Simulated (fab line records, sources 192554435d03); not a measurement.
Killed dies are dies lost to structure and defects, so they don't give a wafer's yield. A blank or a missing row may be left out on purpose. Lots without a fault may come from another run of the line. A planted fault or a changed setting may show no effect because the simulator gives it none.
A struck lot beside a sound one | flow n5_finfet | 16 steps out of a route of 1938
Sound: wafers L100.3, L100.5, L100.6. Struck: wafer L114.3. (L114.5 of the same lot was not struck and is left out.) The cause comes at the end.
At each step with rows: each side's tool, then ch and its chambers, then its first start. Under that, the readings that differ: sound wafers | struck wafers | difference of the means | sigmas: that difference in standard deviations of wafers without a fault.
alike: readings whose means differ by less than 2 such deviations, and words and numbers that are the same on both sides. not compared: withheld readings, readings that some wafer has no value for, bounds like >300 that may hide the same value, and numbers for which the record gives no deviation and whose values overlap.
The two part at a step that has a row with sigmas, a row that says differs or no value, or rows on one side only. Numbers that don't overlap but have no deviation are shown without sigmas and don't part them. A reading that every wafer of one side lacks parts them only if that side has two wafers or more.

first, 2 steps without rows for these wafers: N5_BEOL_M0_TRENCH_ETCH_107 (etches SiOC in C4F6/O2, target depth 32.8 nm, time 16.4 s); N5_BEOL_M0_STRIP_142 (strips in N2/H2, time 10 s).
N5_BEOL_M0_OCD_MEAS_108:
  sound on ocd-01, day 6 02:51; struck on ocd-01, day 9 10:45
  alike: trench_depth_nm
then, 2 steps without rows for these wafers: N5_BEOL_M0_HM_STRIP_129 (strips TiN in peroxide tin strip, target depth 17 nm, time 108 s); N5_BEOL_M0_SRD_130 (time 30 s).
N5_BEOL_M0_ETCH_109: etches SiCN in CH3F/O2, target depth 8 nm, overetch 2.4 nm, time 27.4 s.
  sound on rie_diel-04 ch 0,1, day 6 03:03; struck on rie_diel-06 ch 2, day 9 10:59
  alike: O2_flow_sccm, chamber_pressure_mTorr, drypump_motor_current_A, oes_product_au, rf_vpp_V, showerhead_plenum_p_Torr, throttle_valve_pct
  not compared: rf_hours_counter_h
then, 2 steps without rows for these wafers: N5_BEOL_M0_STRIP_139 (strips in post etch residue remover, time 60 s); N5_BEOL_M0_SRD_111 (time 30 s).
N5_BEOL_M0_DEGAS_112: time 60 s.
  sound on pvd_sputter-01, day 6 03:46; struck on pvd_sputter-02, day 9 11:36
  alike: heater_power_w
N5_BEOL_M0_PRE_CLEAN_113: time 30 s.
  sound on pvd_sputter-01, day 6 03:49; struck on pvd_sputter-02, day 9 11:38
  alike: heater_power_w
N5_BEOL_M0_ALD_136: deposits TaN, pulse time 2 s, purge time 3 s, co reactant purge time 2 s.
  sound on ald_metal-04 ch 0,1,2, day 6 03:52; struck on ald_metal-02 ch 0, day 9 11:45
  alike: heater_power_w, precursor_vessel_carrier_sccm
N5_BEOL_M0_SURFACE_TREAT_137:
  sound on pvd_sputter-01, day 6 04:08; struck on pvd_sputter-01, day 9 12:07
  not compared: throttle_valve_pct
N5_BEOL_M0_CVD_115: deposits Co from CCTBA/H2, time 120 s.
  sound on cvd_co-01 ch 0,1,2, day 6 04:25; struck on cvd_co-02 ch 2, day 9 12:22
  reading          | sound             | struck | difference | sigmas
  run_length_s (s) | 143.1 142.7 142.6 | 185.0  | +42.2      | +99 or more
then, 1 step without rows for these wafers: N5_BEOL_M0_SPUTTER_116 (material Cu, target thk 4 nm, time 7.37 s).
-- the record jumps here: 2 days lie between the struck wafers' starts before and after (it left off in module BEOL_M0 and takes up again in module BEOL_M4, whose first step shown is number 1111 of the route) --
N5_BEOL_M4_RC_MEAS_101:
  sound on prober-02 ch 0, day 8 00:02; struck on prober-02 ch 0, day 11 21:50
  alike: DIBL_N, DIBL_P, IOFF_N, IOFF_P, ION_N, ION_P, SS_N, SS_P, VT_N, VT_P
N5_PASSIVATION_PROBE_49:
  the record has rows for the sound wafers here (prober-01, day 12 04:13) and none for the struck ones

WHERE THEY PART
First at N5_BEOL_M0_CVD_115; last, within this record, at N5_PASSIVATION_PROBE_49.

WHY: what the simulator had put in
Process parameter drift: cvd_co-02, from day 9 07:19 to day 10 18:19, at N5_BEOL_M0_CVD_115. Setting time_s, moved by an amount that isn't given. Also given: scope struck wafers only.
